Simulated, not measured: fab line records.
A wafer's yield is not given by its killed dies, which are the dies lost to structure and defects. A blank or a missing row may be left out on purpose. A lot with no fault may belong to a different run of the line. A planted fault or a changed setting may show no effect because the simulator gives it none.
Problem report, 8D (eight disciplines) form, completed by code || flow nand_harc || the parts of the form that need people (team, actions taken, sign-off) are left out

## 1. WHAT WENT WRONG
overlay_x_nm at NHARC_P_M2_OVL_MEAS_10 reads a mean of 45.6 nm on 3 wafers of 1 lot; wafers without a fault read 0.2 nm with a standard deviation of 0.92. Relative to the usual mean, that is a shift of +49 standard deviations.
The step: pitch 340 nm.
The first sign was on wafer L898.1 at day 12 11:14, on overlay-02. The record has a number at this step for 36 wafers belonging to 12 lots. Rule for "out", or "out of limits": more than 4 standard deviations from the usual mean. The rest of the wafers with a number are treated as sound.

## 2. WHAT IT IS AND WHAT IT IS NOT
{"question": "which readings at this step", "is": "overlay_x_nm", "is not": "overlay_y_nm"}
{"question": "which lots", "is": "L898", "is not": "L885, L886, L888, L889, L891, L892, L893, L894, L896, L905, L908"}
{"question": "which wafers of those lots", "is": "all that have a number", "is not": "-"}
{"question": "read on which gauges", "is": "overlay-02", "is not": "overlay-01"}
{"question": "when", "is": "from day 12 11:14", "is not": "up to then (27 sound wafers); but 6 sound wafers of L905, L908 came after"}

## 3. WHAT RULES OUT EACH SUSPECT
Counting: a tool stays on the suspect list if, at a process step up to the reading, it processed all lots that are out and no sound lot following the first of them.
- the gauge at NHARC_P_M2_OVL_MEAS_10: kept. All the wafers that are out were read on overlay-02, and no step on other tools shows them out.
- rie_diel-05 at NHARC_P_M1_ETCH_15 (etches the open film in C4F8/Ar, target depth 182.5 nm, time 91.2 s): ruled out as a lasting fault. Sound lots L908 ran on it after its first lot that is out, L898 (day 12 09:51). Because NHARC_P_M1_ETCH_15 lacks a start for some lots, the hours and order of its lots are taken from NHARC_P_M1_INSPECT_27.
- arfi_scanner-03 at NHARC_P_M2_EXPOSE_06 (exposes mask P M2, target cd 170 nm): kept. It ran the lot that is out, L898 (day 12 11:00), and no sound lot after that; its last sound lot up to then is L893 (day 10 03:08).
What counting leaves: arfi_scanner-03 at NHARC_P_M2_EXPOSE_06 and overlay-02 at NHARC_P_M2_OVL_MEAS_10.

## 4. THE CAUSE (what the simulator had put in)
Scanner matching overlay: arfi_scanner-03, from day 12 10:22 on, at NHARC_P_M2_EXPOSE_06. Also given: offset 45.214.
Counting leaves 2 suspects; this tool is one of them.

## 5. THE EFFECT CHAIN, in route order
Each row: a reading whose mean over the struck wafers that have a number lies more than 3 standard deviations from the usual. Only readings whose record carries a usual standard deviation are examined. hours: median over the lots of the time between each lot's start at the first step of this table that gives one and its start at this step. sigmas: the change, counted in usual standard deviations.
{"hours": 0, "step": "NHARC_P_M2_OVL_MEAS_10", "reading": "overlay_x_nm", "usual": "0.2 nm", "on struck wafers": 45.6, "change": "+45.4", "sigmas": "+49"}
At these later measuring or inspecting steps, every struck wafer for which the step has a row has a number for every such reading, and none has moved that far: NHARC_P_M2_INSPECT_11, NHARC_END_SORT_01.

## 6. HOW IT WOULD HAVE BEEN CAUGHT EARLIER
In this record the first reading out of limits at a measuring or inspecting step was taken at day 12 11:14, 1 hour after the fault began at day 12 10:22.
Of the tool readings at NHARC_P_M2_EXPOSE_06 for which the record gives a usual standard deviation, none was out on any struck wafer, so an alarm limit of 4 standard deviations on them would not have fired.
Lots out: 1; all had begun NHARC_P_M2_EXPOSE_06 on arfi_scanner-03 by day 12 11:14. Had the tool been put on hold then, not one of them would have been saved.
